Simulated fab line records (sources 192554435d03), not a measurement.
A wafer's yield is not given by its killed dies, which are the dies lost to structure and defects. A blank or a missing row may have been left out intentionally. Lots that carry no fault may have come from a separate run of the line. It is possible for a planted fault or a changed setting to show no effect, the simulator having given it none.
Lot-split experiment :: flow n5 finfet :: 21 wafers read from 7 lots, route of 1938 steps

== THE SPLIT ==
At N5_STI_FIN_REVEAL_ETCHBACK_08 (etches SiO2 in C4F6/O2, target depth 30.5 nm, time 10.167 s), the setting time s was moved away from the recipe's 10.167 s on 6 of the 21 wafers read, by -18.3% to +20.3%. For the rest of the wafers, this setting stayed at what the recipe calls for.

== FROM THE SPLIT TO THE READING: what the file shows between them, 3 steps ==
- N5_STI_FIN_REVEAL_STRIP_24: strips in N2/H2, time 90 s
- N5_STI_FIN_REVEAL_PRECLEAN_25: cleans in SPM, time 90 s
- N5_STI_FIN_REVEAL_SRD_23: time 30 s

== THE READING ==
trench depth nm, in nm, at N5_STI_FIN_REVEAL_FIN_H_MEAS_10. On this fab line, fault-free wafers typically give 51.7 nm with a standard deviation of 0.67 nm.

wafer: L077.3
tool, chamber at the split: rie diel-02, 2
time s as run, s: 10.167
against the recipe: recipe
trench depth nm, nm: 51.3
against lot-mates on the recipe: -

wafer: L077.4
tool, chamber at the split: rie diel-02, 1
time s as run, s: 12.23
against the recipe: +20.3%
trench depth nm, nm: 57.0
against lot-mates on the recipe: +5.7

wafer: L077.5
tool, chamber at the split: rie diel-02, 1
time s as run, s: 12.23
against the recipe: +20.3%
trench depth nm, nm: 57.6
against lot-mates on the recipe: +6.3

wafer: L079.3
tool, chamber at the split: rie diel-05, 1
time s as run, s: 11.84
against the recipe: +16.5%
trench depth nm, nm: 56.9
against lot-mates on the recipe: +4.6

wafer: L079.5
tool, chamber at the split: rie diel-05, 1,0
time s as run, s: 10.167
against the recipe: recipe
trench depth nm, nm: 51.9
against lot-mates on the recipe: -

wafer: L079.6
tool, chamber at the split: rie diel-05, 1,0
time s as run, s: 10.167
against the recipe: recipe
trench depth nm, nm: 52.8
against lot-mates on the recipe: -

wafer: L082.4
tool, chamber at the split: rie diel-05, 3,0,3
time s as run, s: 10.167
against the recipe: recipe
trench depth nm, nm: 51.8
against lot-mates on the recipe: -

wafer: L082.5
tool, chamber at the split: rie diel-05, 3,0,3
time s as run, s: 10.167
against the recipe: recipe
trench depth nm, nm: 51.8
against lot-mates on the recipe: -

wafer: L082.6
tool, chamber at the split: rie diel-05, 3,0,3
time s as run, s: 10.167
against the recipe: recipe
trench depth nm, nm: 51.8
against lot-mates on the recipe: -

wafer: L091.3
tool, chamber at the split: rie diel-02, 0
time s as run, s: 10.167
against the recipe: recipe
trench depth nm, nm: 50.8
against lot-mates on the recipe: -

wafer: L091.4
tool, chamber at the split: rie diel-02, 2,1
time s as run, s: 8.311
against the recipe: -18.3%
trench depth nm, nm: 45.8
against lot-mates on the recipe: -5.0

wafer: L091.5
tool, chamber at the split: rie diel-02, 2,1
time s as run, s: 8.311
against the recipe: -18.3%
trench depth nm, nm: 45.9
against lot-mates on the recipe: -4.9

wafer: L093.1
tool, chamber at the split: rie diel-02, 3,2,0
time s as run, s: 10.167
against the recipe: recipe
trench depth nm, nm: 51.8
against lot-mates on the recipe: -

wafer: L093.2
tool, chamber at the split: rie diel-02, 3,2,0
time s as run, s: 10.167
against the recipe: recipe
trench depth nm, nm: 51.1
against lot-mates on the recipe: -

wafer: L093.4
tool, chamber at the split: rie diel-02, 3,2,0
time s as run, s: 10.167
against the recipe: recipe
trench depth nm, nm: 50.5
against lot-mates on the recipe: -

wafer: L094.2
tool, chamber at the split: rie diel-02, 0,2
time s as run, s: 10.167
against the recipe: recipe
trench depth nm, nm: 51.4
against lot-mates on the recipe: -

wafer: L094.4
tool, chamber at the split: rie diel-02, 0,2
time s as run, s: 10.167
against the recipe: recipe
trench depth nm, nm: 52.1
against lot-mates on the recipe: -

wafer: L094.6
tool, chamber at the split: rie diel-02, 0
time s as run, s: 11.28
against the recipe: +10.9%
trench depth nm, nm: 54.8
against lot-mates on the recipe: +3.0

wafer: L095.2
tool, chamber at the split: rie diel-02, 3,0,1
time s as run, s: 10.167
against the recipe: recipe
trench depth nm, nm: 52.8
against lot-mates on the recipe: -

wafer: L095.5
tool, chamber at the split: rie diel-02, 3,0,1
time s as run, s: 10.167
against the recipe: recipe
trench depth nm, nm: 51.0
against lot-mates on the recipe: -

wafer: L095.6
tool, chamber at the split: rie diel-02, 3,0,1
time s as run, s: 10.167
against the recipe: recipe
trench depth nm, nm: 51.6
against lot-mates on the recipe: -
The file does not say which wafer passed through which chamber wherever a row lists several chambers: such a row stands for several wafers.

FIT RESULTS
A straight line over all 21 wafers: trench depth nm changes by +0.3 nm for each +1% of time s; r = +0.98; the points scatter about the line by 0.6 nm.
The same after taking each lot's own level away (the mean of its wafers on the recipe; 21 wafers): +0.283 nm for each +1%; r = +0.99; scatter 0.43 nm.
The reading moves by 5.7 nm for the largest change in time s, on that fit.
From 50.80 to 52.35 nm: that is the span of the lots' own levels, equal to 2.3 times the standard deviation above.
The two slopes are in agreement: the lot-to-lot level therefore moves the slope only a little.
Check: for one of the wafers moved furthest among these (+20.3%), held out of the fit, the line's prediction against its lot-mates is +5.79 nm. It came out at +5.7 nm against them.

== OTHER SPLITS APPLIED TO THESE WAFERS ==
Note: prior to the reading, these wafers also went through further splits. Each is held against what the fit with the lots' levels taken away leaves over:
other split on the same wafers: N5_ZERO_LAYER_ETCH_18 bias w
wafers away from the commonest value: 7
r with trench depth nm (lot level and that fit taken away): -0.05

other split on the same wafers: N5_PMOS_HMC_CHANNEL_EPI_PEB_07 peb temp c
wafers away from the commonest value: 8
r with trench depth nm (lot level and that fit taken away): +0.11

other split on the same wafers: N5_FIN_SAQP_HM_DEP_03 time s
wafers away from the commonest value: 4
r with trench depth nm (lot level and that fit taken away): +0.10

other split on the same wafers: N5_FIN_SAQP_HM_DEP_72 time s
wafers away from the commonest value: 8
r with trench depth nm (lot level and that fit taken away): +0.03

== THE WHOLE CHAIN: every reading that the file lists as answering this split, in the file's order ==
step: N5_STI_FIN_REVEAL_FIN_H_MEAS_10
what it does: 
reading: trench depth nm
change (the file's fit): +0.282 nm for each +1% of the setting
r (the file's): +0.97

step: N5_BEOL_M4_RC_MEAS_101
what it does: 
reading: ION_N
change (the file's fit): +2.43 for each +1% of the setting, in a fit together with none
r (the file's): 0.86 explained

step: N5_BEOL_M4_RC_MEAS_101
what it does: 
reading: ION_P
change (the file's fit): +1.77 for each +1% of the setting, in a fit together with none
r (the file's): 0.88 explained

== FILE'S OWN FIT ==
trench depth nm changes by +0.282 nm for each +1% of time s, r = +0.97.
